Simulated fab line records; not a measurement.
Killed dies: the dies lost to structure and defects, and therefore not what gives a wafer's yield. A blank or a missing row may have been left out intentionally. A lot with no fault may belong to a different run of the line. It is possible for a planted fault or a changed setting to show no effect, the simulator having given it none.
A lot that was struck, set against a sound lot -- flow n5_finfet -- 37 out of 1938 route steps
Sound: wafers L178.1, L178.3, L178.6. Wafers struck: L185.2, L185.3. The cause is named last.
Per side, at each step with rows, come the tool, then ch with its chambers, and then its first start. Under that, the readings that differ: sound wafers -- struck wafers -- difference of the means -- sigmas: that difference in standard deviations of wafers without a fault.
alike: readings with means less than 2 such deviations apart, plus words and numbers identical on both sides. not compared: withheld readings, readings lacking a value on some wafer, bounds such as >300 that could conceal the same value, and numbers that have no deviation in the record and whose values overlap.
The two part at a step that has a row with sigmas, a row that says differs or no value, or rows on one side only. Non-overlapping numbers with no deviation appear without sigmas and do not part them. Lack of a reading on every wafer of one side parts them only where that side has two or more wafers.

first, 9 steps without rows for these wafers: N5_PMOS_HMC_CHANNEL_EPI_PRECLEAN_40 (cleans in DHF, time 30 s); N5_PMOS_HMC_CHANNEL_EPI_PRECLEAN_37 (cleans in O3/DIW, time 45 s); N5_PMOS_HMC_CHANNEL_EPI_PRECLEAN_24 (cleans in DHF, time 30 s); N5_PMOS_HMC_CHANNEL_EPI_SRD_25 (time 30 s); N5_PMOS_HMC_CHANNEL_EPI_EPI_26 (deposits Si from SiH4/H2, target thk 3.8 nm, time 22.7 s); N5_FIN_SAQP_PRECLEAN_42 (cleans in O3/DIW, time 60 s); N5_FIN_SAQP_PRECLEAN_00 (cleans in SC1, time 60 s); N5_FIN_SAQP_PRECLEAN_44 (cleans in SC2, time 45 s); N5_FIN_SAQP_SRD_01 (time 30 s).
N5_FIN_SAQP_ALD_61: deposits SiO2, target thk 4 nm, pulse time 1 s, purge time 2 s.
  sound on ald_sin-02 ch 0,1, day 3 08:10; struck on ald_sin-02 ch 1,3, day 5 03:25
reading,sound,struck,difference,sigmas
ald_cycles,43 43 43,49 49,+6,
model.SiO2_of_FIN_SAQP_ALD_61.thk_nm (nm),4.018 4.019 4.025,4.564 4.545,+0.534,
  alike: heater_power_w, precursor_pulse_height_rel
  not compared: since_wet_clean_h
then, 24 steps without rows for these wafers: N5_FIN_SAQP_DENSIFY_62 (time 60 s); N5_FIN_SAQP_HM_DEP_03 (deposits SiNx from SiH4/NH3/N2, target thk 38 nm, time 33.6 s); N5_FIN_SAQP_PECVD_47 (deposits a-Si from SiH4/He, target thk 45 nm, time 36.3 s); N5_FIN_SAQP_PECVD_48 (deposits SiNx from SiH4/NH3/N2, target thk 25 nm, time 22.1 s); N5_FIN_SAQP_PECVD_06 (deposits a-Si from SiH4/He, target thk 60 nm, time 48.1 s); N5_FIN_SAQP_HM_DEP_72 (deposits SiO2 from SiH4/N2O, target thk 12 nm, time 7.2 s); N5_FIN_SAQP_COAT_49 (time 60 s, resist thk 100 nm); N5_FIN_SAQP_COAT_50 (time 60 s, resist thk 35 nm); N5_FIN_SAQP_COAT_10 (resist thk 90 nm); N5_FIN_SAQP_EBR_12; N5_FIN_SAQP_SOFTBAKE_11 (time 60 s); N5_FIN_SAQP_EXPOSE_13 (exposes mask FIN CORE, target cd 35.6 nm); N5_FIN_SAQP_PEB_14 (peb time 60 s); N5_FIN_SAQP_DEVELOP_15 (develop time 30 s); N5_FIN_SAQP_DESCUM_21 (chemistry O2, time 7.9 s); N5_FIN_SAQP_ETCH_51 (etches SiARC in CF4, target depth 45.5 nm, time 75.8 s); N5_FIN_SAQP_ETCH_52 (etches SOC in N2/H2, target depth 100 nm, overetch 20 nm, time 150 s); N5_FIN_SAQP_STRIP_53 (strips in N2/H2); N5_FIN_SAQP_HM_OPEN_73 (chemistry CHF3/O2, target SiO2, stops on a-Si, target depth 12 nm, time 16.8 s); N5_FIN_SAQP_STRIP_74 (strips in CHF3/O2); N5_FIN_SAQP_MANDREL_ETCH_22 (etches a-Si in HBr/Cl2, stops on SiNx, target depth 60 nm, bt time 10 s, time 30 s); N5_FIN_SAQP_STRIP_55 (strips in N2/H2); N5_FIN_SAQP_STRIP_23 (strips in SPM, time 750 s); N5_FIN_SAQP_SRD_66 (time 30 s).
N5_FIN_CUT_CUT_ETCH_27: etches SiO2 in CHF3/O2, target depth 4 nm, overetch 2 nm, time 4.9 s.
  sound on rie_diel-06 ch 1,3, day 3 14:38; struck on rie_diel-06 ch 1,2, day 5 10:43
reading,sound,struck,difference,sigmas
model.etch.depth_nm (nm),4.018 4.019 4.025,4.564 4.545,+0.534,
  alike: drypump_motor_current_A, oes_product_au, rf_vpp_V, showerhead_plenum_p_Torr, throttle_valve_pct
  not compared: rf_hours_counter_h
N5_STI_FIN_REVEAL_STRIP_16: strips SiNx in H3PO4, target depth 23.8 nm.
  sound on wet_bench-03 ch 2,4,5, day 3 22:50; struck on wet_bench-03 ch 5,6, day 5 19:22
reading,sound,struck,difference,sigmas
model.SiO2_of_FIN_SAQP_ALD_61.thk_nm (nm),3.8 3.8 3.8,4.4 4.2,+0.5,
-- the record jumps here: 8 days lie between the struck wafers' starts before and after (it left off in module STI_FIN_REVEAL and takes up again in module BEOL_M4, whose first step shown is number 1111 of the route) --
N5_BEOL_M4_RC_MEAS_101:
  sound on prober-02 ch 0, day 12 00:41; struck on prober-02 ch 0, day 13 08:53
  alike: DIBL_N, DIBL_P, IOFF_N, IOFF_P, ION_N, ION_P, SS_N, SS_P, VT_N, VT_P

== WHERE THEY PART ==
Nowhere in this record.

WHY: what had been put in by the simulator
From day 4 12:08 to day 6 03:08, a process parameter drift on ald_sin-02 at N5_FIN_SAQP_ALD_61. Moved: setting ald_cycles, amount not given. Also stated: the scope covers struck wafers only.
